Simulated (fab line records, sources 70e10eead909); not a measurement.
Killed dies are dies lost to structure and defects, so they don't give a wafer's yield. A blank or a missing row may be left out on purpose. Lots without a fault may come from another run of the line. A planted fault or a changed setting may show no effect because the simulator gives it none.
Which tool did it? | flow nand_harc | 11 lots, 33 wafers sampled, at 5 steps of a route of 1159

WHAT THE GAUGES READ, wafer by wafer
NHARC_END_SORT_01.
lot  | measured     | on        | killed_at_array
L736 | day 23 22:16 | prober-01 | 15 530 14

WHICH TOOL RAN EACH LOT (tool, then ch and the chambers of the sampled wafers, then the start)
lot  | NHARC_A_STAIRCASE_TRIM_24                     | NHARC_A_STAIRCASE_DESCUM_186       | NHARC_A_STAIRCASE_ETCH_197         | NHARC_A_STAIRCASE_TRIM_202
L717 | rie_diel-13 ch 0,2,3, day 11 06:47 or earlier | rie_diel-13 ch 0,1,3, day 11 06:47 | rie_diel-13 ch 0,2,3, day 11 08:06 | rie_diel-13 ch 0,1,3, no start
L718 | rie_diel-13 ch 0,2,3, day 11 11:48 or earlier | rie_diel-11 ch 0,3, day 11 11:48   | rie_diel-11 ch 2,3, day 11 13:09   | rie_diel-11 ch 2,3, no start
L720 | rie_diel-11 ch 2,3, day 11 21:26 or earlier   | rie_diel-01 ch 0,1,3, day 11 21:26 | rie_diel-11 ch 0,2,3, day 11 22:46 | rie_diel-11 ch 0,2,3, no start
L721 | rie_diel-01 ch 1,3, day 12 08:59 or earlier   | rie_diel-13 ch 0,2, day 12 08:59   | rie_diel-13 ch 1,3, day 12 10:28   | rie_diel-13 ch 1,2, no start
L722 | rie_diel-13 ch 0,1,3, day 12 09:35 or earlier | rie_diel-11 ch 0,2,3, day 12 09:35 | rie_diel-11 ch 1,2,3, day 12 11:01 | rie_diel-11 ch 0,1,2, no start
L724 | rie_diel-01 ch 0,1,3, day 12 22:32 or earlier | rie_diel-13 ch 2,3, day 12 22:32   | rie_diel-01 ch 1,2,3, day 12 23:52 | rie_diel-01 ch 0,1,2, no start
L725 | rie_diel-11 ch 1,2,3, day 13 03:17 or earlier | rie_diel-11 ch 0,2,3, day 13 03:17 | rie_diel-13 ch 0,2,3, day 13 04:56 | rie_diel-13 ch 0,1,3, no start
L729 | rie_diel-13 ch 0,1,2, day 14 01:07 or earlier | rie_diel-13 ch 2,3, day 14 01:07   | rie_diel-11 ch 0,2, day 14 02:31   | rie_diel-11 ch 0,2,3, no start
L728 | rie_diel-11 ch 0,1,2, day 14 09:15 or earlier | rie_diel-13 ch 0,1, day 14 09:15   | rie_diel-13 ch 0,1,2, day 14 10:49 | rie_diel-13 ch 1,2, no start
L732 | rie_diel-11 ch 0,1,3, day 14 18:37 or earlier | rie_diel-11 ch 0,1,2, day 14 18:37 | rie_diel-13 ch 0,2,3, day 14 20:08 | rie_diel-13 ch 0,2,3, no start
L736 | rie_diel-11 ch 0,2, day 15 18:33 or earlier   | rie_diel-01 ch 0,1, day 15 18:33   | rie_diel-01 ch 2,3, day 15 19:52   | rie_diel-01 ch 0,1,2, day 23 22:16 or earlier
- NHARC_A_STAIRCASE_TRIM_24: chemistry O2, time 211.2 s.
- NHARC_A_STAIRCASE_DESCUM_186: chemistry O2, time 3 s.
- NHARC_A_STAIRCASE_ETCH_197: etches the open film in C4F8/O2, target depth 100 nm, time 40.5 s.
- NHARC_A_STAIRCASE_TRIM_202: chemistry O2, time 211.2 s.

THE ANSWER, worked out from the rows above alone
Rule: what is usual is taken from the lots themselves. Put in order of their means at a reading, lots are off if they are a third of the lots or fewer, leave a main group of 4 or more, and stand apart from it by a gap of 3 or more times the standard deviation of the main group's means; of several such gaps the widest counts. A main group whose means are all the same, to the digits that the tables above print for the reading, isn't used. A lot without any number at a reading at which 4 lots or more have one is off too. The other lots that the step has rows for count as sound.
No lot is off at any reading shown: from this, nothing can be told.

WHAT THE SIMULATOR HAD PUT IN
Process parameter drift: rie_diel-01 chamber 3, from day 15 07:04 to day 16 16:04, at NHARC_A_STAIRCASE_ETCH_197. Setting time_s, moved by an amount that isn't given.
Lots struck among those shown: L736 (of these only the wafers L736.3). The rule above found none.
